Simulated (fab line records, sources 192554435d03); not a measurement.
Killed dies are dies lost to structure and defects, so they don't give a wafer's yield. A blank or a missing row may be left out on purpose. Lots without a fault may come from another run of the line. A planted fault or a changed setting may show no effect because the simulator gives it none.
Chamber matching | flow n5_finfet | N5_BEOL_M2_ILD_DEP_00 on pecvd-02: 3 sister chambers
The step deposits SiOC from DEMS/O2, target thk 79 nm, time 15.3 s. 6 wafers are shown with their chamber, then 8 later ones without.

WAFERS WITH THEIR CHAMBER
wafer  | chamber | throttle_valve_pct (%) | showerhead_plenum_p_Torr (Torr)
L084.5 | 2       | 12.0                   | 5.673
L084.6 | 1       | 13.1                   | 5.700
L086.1 | 0       | 12.7                   | 5.675
L086.2 | 2       | 12.2                   | 5.679
L086.6 | 1       | 13.1                   | 5.688
L091.1 | 0       | 12.6                   | 5.679

WAFERS WITHOUT THEIR CHAMBER
wafer  | throttle_valve_pct (%) | showerhead_plenum_p_Torr (Torr)
L091.2 | 13.2                   | 5.713
L091.6 | 13.3                   | 5.697
L094.1 | 13.4                   | 5.705
L094.4 | 12.0                   | 5.669
L094.6 | 13.3                   | 5.692
L095.1 | 12.6                   | 5.679
L095.4 | 12.1                   | 5.682
L095.5 | 12.7                   | 5.666

WHICH CHAMBER EACH WENT THROUGH
wafer  | from the rows above | in truth
L091.2 | 1                   | 1
L091.6 | 1                   | 1
L094.1 | 1                   | 1
L094.4 | 2                   | 2
L094.6 | 1                   | 1
L095.1 | 0                   | 0
L095.4 | 2                   | 2
L095.5 | 0                   | 0
Placed correctly: 8 of 8. Can't be placed from these rows: 0. Placed wrongly: 0.
How it was worked out, from the rows above alone: a wafer's distance from a chamber is the root of the sum, over the readings, of the square of ((its reading less the chamber's mean) divided by the reading's scatter). The wafer belongs to the nearest chamber; if the next one is less than 2 further off, it can't be placed. A chamber's mean is the mean of its shown wafers. The scatter: the root of (the sum of the squares of (reading less its chamber's mean) over the shown wafers, divided by (wafers less chambers)).
